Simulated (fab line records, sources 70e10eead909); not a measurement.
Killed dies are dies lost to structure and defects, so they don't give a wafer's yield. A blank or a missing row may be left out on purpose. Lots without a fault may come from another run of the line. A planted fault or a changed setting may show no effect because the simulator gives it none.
Chamber matching | flow nand_harc | NHARC_A_WL_FILL_ALD_02 on ald_metal-04: 3 sister chambers
The step deposits TiN, target thk 2 nm, pulse time 3 s, ald cycles 100. 14 wafers are shown with their chamber, then 6 later ones without.

WAFERS WITH THEIR CHAMBER
wafer  | chamber | heater_power_w (W) | precursor_pulse_height_rel
L076.1 | 0       | 1064               | 0.996
L076.2 | 3       | 1012               | 1.000
L076.6 | 1       | 1236               | 1.013
L079.1 | 3       | 1010               | 0.995
L079.3 | 0       | 1041               | 1.004
L079.6 | 3       | 1013               | 0.960
L082.1 | 0       | 1078               | 0.981
L082.5 | 1       | 1272               | 0.999
L082.6 | 0       | 1077               | 0.999
L086.1 | 0       | 1053               | 1.015
L086.2 | 3       | 993                | 0.968
L086.4 | 1       | 1266               | 0.995
L094.1 | 0       | 1064               | 0.990
L094.2 | 3       | 1011               | 1.010

SIGNATURES (means of the wafers above)
reading                    | chamber 0 | chamber 1 | chamber 3 | scatter within a chamber
heater_power_w             | 1062.83   | 1258.00   | 1007.80   | 13.6
precursor_pulse_height_rel | 0.99750   | 1.00233   | 0.98660   | 0.0157
Rule: a wafer's distance from a chamber is the root of the sum, over the readings, of the square of ((its reading less the chamber's mean) divided by the reading's scatter). The wafer belongs to the nearest chamber; if the next one is less than 2 further off, it can't be placed. The scatter: the root of (the sum of the squares of (reading less its chamber's mean) over the shown wafers, divided by (wafers less chambers)).

WAFERS WITHOUT THEIR CHAMBER
wafer  | heater_power_w (W) | precursor_pulse_height_rel
L094.4 | 1266               | 0.999
L094.5 | 1031               | 0.982
L094.6 | 1027               | 0.982
L096.2 | 1245               | 1.018
L096.5 | 1028               | 1.007
L096.6 | 1029               | 1.020

WHICH CHAMBER EACH WENT THROUGH
wafer  | from the rows above     | in truth
L094.4 | 1                       | 1
L094.5 | can't be placed: 3 or 0 | 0
L094.6 | can't be placed: 3 or 0 | 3
L096.2 | 1                       | 1
L096.5 | can't be placed: 3 or 0 | 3
L096.6 | can't be placed: 3 or 0 | 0
Placed correctly: 2 of 6. Can't be placed from these rows: 4 (the true chamber is among the candidates in 4). Placed wrongly: 0.
